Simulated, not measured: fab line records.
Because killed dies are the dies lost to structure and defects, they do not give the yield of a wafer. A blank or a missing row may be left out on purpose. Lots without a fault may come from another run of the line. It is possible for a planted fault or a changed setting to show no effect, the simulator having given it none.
Matching of chambers / flow nand-harc / NHARC_A_STAIRCASE_ETCHBACK_422 on rie-diel-12: 4 sister chambers
The step etches the open film in CH3F/O2, target depth 40 nm, time 74.286 s. 4 wafers are shown with their chamber, then 10 later ones without.

## EACH WAFER AND ITS CHAMBER
wafer=L083.1; chamber=1; showerhead-plenum-p-Torr (Torr)=2.38
wafer=L086.1; chamber=3; showerhead-plenum-p-Torr (Torr)=2.40
wafer=L087.1; chamber=2; showerhead-plenum-p-Torr (Torr)=2.40
wafer=L087.2; chamber=0; showerhead-plenum-p-Torr (Torr)=2.29

## WAFERS WITHOUT THEIR CHAMBER
wafer=L087.3; showerhead-plenum-p-Torr (Torr)=2.40
wafer=L088.1; showerhead-plenum-p-Torr (Torr)=2.39
wafer=L088.3; showerhead-plenum-p-Torr (Torr)=2.39
wafer=L088.4; showerhead-plenum-p-Torr (Torr)=2.39
wafer=L094.1; showerhead-plenum-p-Torr (Torr)=2.37
wafer=L094.4; showerhead-plenum-p-Torr (Torr)=2.39
wafer=L094.5; showerhead-plenum-p-Torr (Torr)=2.39
wafer=L096.1; showerhead-plenum-p-Torr (Torr)=2.38
wafer=L096.2; showerhead-plenum-p-Torr (Torr)=2.37
wafer=L096.3; showerhead-plenum-p-Torr (Torr)=2.66

## THE CHAMBER EACH PASSED THROUGH
wafer=L087.3; from the rows above=can't be placed: 2 or 3 or 1 or 0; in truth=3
wafer=L088.1; from the rows above=can't be placed: 2 or 3 or 1 or 0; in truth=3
wafer=L088.3; from the rows above=can't be placed: 2 or 3 or 1 or 0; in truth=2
wafer=L088.4; from the rows above=can't be placed: 2 or 3 or 1 or 0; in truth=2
wafer=L094.1; from the rows above=can't be placed: 1 or 2 or 3 or 0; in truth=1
wafer=L094.4; from the rows above=can't be placed: 2 or 3 or 1 or 0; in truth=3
wafer=L094.5; from the rows above=can't be placed: 2 or 3 or 1 or 0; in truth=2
wafer=L096.1; from the rows above=can't be placed: 1 or 2 or 3 or 0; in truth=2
wafer=L096.2; from the rows above=can't be placed: 1 or 2 or 3 or 0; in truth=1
wafer=L096.3; from the rows above=can't be placed: 2 or 3 or 1 or 0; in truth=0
Correctly placed: 0 of 10. From these rows, 10 cannot be placed; in 10 the true chamber is one of the candidates. 0 placed wrongly.
How it was worked out, from the rows above alone: a wafer's distance from a chamber is the root of the sum, over the readings, of the square of ((its reading less the chamber's mean) divided by the reading's scatter). If the next closest chamber is less than 2 further off than the closest, the wafer can't be placed; otherwise it belongs to the closest. A chamber's mean is the mean of its shown wafers. The scatter: root of mean squared gap, hidden wafer to nearest shown wafer, with one shown wafer a chamber.
